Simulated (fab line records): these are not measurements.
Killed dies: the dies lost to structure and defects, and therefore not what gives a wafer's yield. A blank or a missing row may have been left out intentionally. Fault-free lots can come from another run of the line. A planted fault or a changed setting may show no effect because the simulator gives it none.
A struck lot beside a sound one    flow nand-harc    15 out of 1159 route steps
Sound: these wafers, L977.2, L977.5, L977.6. Wafers struck: L989.1, L989.3, L989.4. The cause is named last.
Order at every step that has rows: each side's tool, ch and its chambers, its first start. Under that, the readings that differ: sound wafers    struck wafers    difference of the means    sigmas: that difference in standard deviations of wafers without a fault.
alike: readings whose means differ by less than 2 such deviations, and words and numbers that are the same on both sides. not compared: withheld readings, readings that some wafer has no value for, bounds like >300 that may hide the same value, and numbers for which the record gives no deviation and whose values overlap.
A row with sigmas, a row that says differs or no value, or rows on one side alone: a step with any of these is where the two part. Numbers that don't overlap but have no deviation are shown without sigmas and don't part them. A reading missing from all wafers of one side parts the sides only when that side holds two or more wafers.

first, 4 steps without rows for these wafers: NHARC_P_GATE_EBR_22; NHARC_P_GATE_EXPOSE_23 (exposes mask P GATE, target cd 120 nm); NHARC_P_GATE_PEB_24 (peb time 65 s); NHARC_P_GATE_DEVELOP_25 (develop time 35 s).
NHARC_P_GATE_CD_MEAS_26: target cd 120 nm.
  sound on cd-sem-01 ch 0, day 5 01:37; struck on cd-sem-03 ch 0, day 8 01:31
  alike: cd-nm
NHARC_P_GATE_OVL_MEAS_27:
  sound on overlay-02, day 5 01:41; struck on overlay-01, day 8 01:37
  alike: overlay-x-nm, overlay-y-nm
NHARC_P_GATE_INSPECT_28:
  sound on defect-inspect-02, day 5 01:45; struck on defect-inspect-02, day 8 01:40
  alike: raw-defect-count
NHARC_P_GATE_DESCUM_31: chemistry O2, time 3 s.
  sound on rie-diel-04 ch 1,2, day 5 01:49; struck on rie-diel-13 ch 0,2,3, day 8 01:53
  alike: drypump-motor-current-A, o2-flow-sccm, oes-product-au, rf-vpp-V, showerhead-plenum-p-Torr, throttle-valve-pct
  not compared: rf-hours-counter-h
NHARC_P_GATE_ETCH_104: etches the open film in CF4/CHF3, target depth 60 nm.
  sound on rie-diel-04 ch 0,1, day 5 01:56; struck on rie-diel-13 ch 0,1,3, day 8 02:04
  alike: bias-w, cf4-flow-sccm, drypump-motor-current-A, oes-product-au, rf-vpp-V, showerhead-plenum-p-Torr, throttle-valve-pct
NHARC_P_GATE_HM_OPEN_105: chemistry O2/COS, target depth 360 nm.
  sound on rie-diel-04 ch 0,2,3; struck on rie-diel-13 ch 0,1,2
  alike: drypump-motor-current-A, o2-flow-sccm, oes-product-au, rf-vpp-V, showerhead-plenum-p-Torr, throttle-valve-pct
  not compared: rf-hours-counter-h
then, 1 step without rows for these wafers: NHARC_P_GATE_STRIP_106 (strips in O2/COS).
NHARC_P_GATE_ETCH_114: etches the open film in CF4/O2, target depth 30 nm, overetch 3 nm, time 16.5 s.
  sound on rie-diel-04 ch 0,3; struck on rie-diel-13 ch 0,1,3
  alike: bias-w, cf4-flow-sccm, drypump-motor-current-A, o2-flow-sccm, oes-product-au, rf-vpp-V, showerhead-plenum-p-Torr, throttle-valve-pct
  not compared: rf-hours-counter-h
NHARC_P_GATE_ETCH_32: etches the open film in HBr/Cl2, target depth 150 nm, time 100.1 s.
  sound on rie-si-04 ch 0,2,3, day 5 02:20; struck on rie-si-02 ch 0,1,2, day 8 02:46
  no value came back on the struck wafers for any of 6 readings (bias-w (W), chamber-pressure-mTorr (mTorr) and others); on the sound wafers bias-w (W) reads 99.88 100.15 100.30
  not compared: rf-hours-counter-h
NHARC_P_GATE_STRIP_108: strips in O2.
  sound on rie-diel-13 ch 0,2,3, day 5 02:31; struck on rie-diel-04 ch 0,1,2, day 8 02:56
  alike: drypump-motor-current-A, o2-flow-sccm, oes-product-au, rf-vpp-V, showerhead-plenum-p-Torr, throttle-valve-pct
  not compared: rf-hours-counter-h
-- break in the record here, with 16 days between the starts of the struck wafers on either side (left off in module P_GATE, picked up again in module END, where the first step shown is number 1159 on the route) --
NHARC_END_SORT_01:
  here the record holds rows for the struck wafers (prober-02 ch 0, day 24 04:52) but none for the sound ones

WHERE THEY PART
First at NHARC_P_GATE_ETCH_32; last, within this record, at NHARC_END_SORT_01.

WHY: what had been put in by the simulator
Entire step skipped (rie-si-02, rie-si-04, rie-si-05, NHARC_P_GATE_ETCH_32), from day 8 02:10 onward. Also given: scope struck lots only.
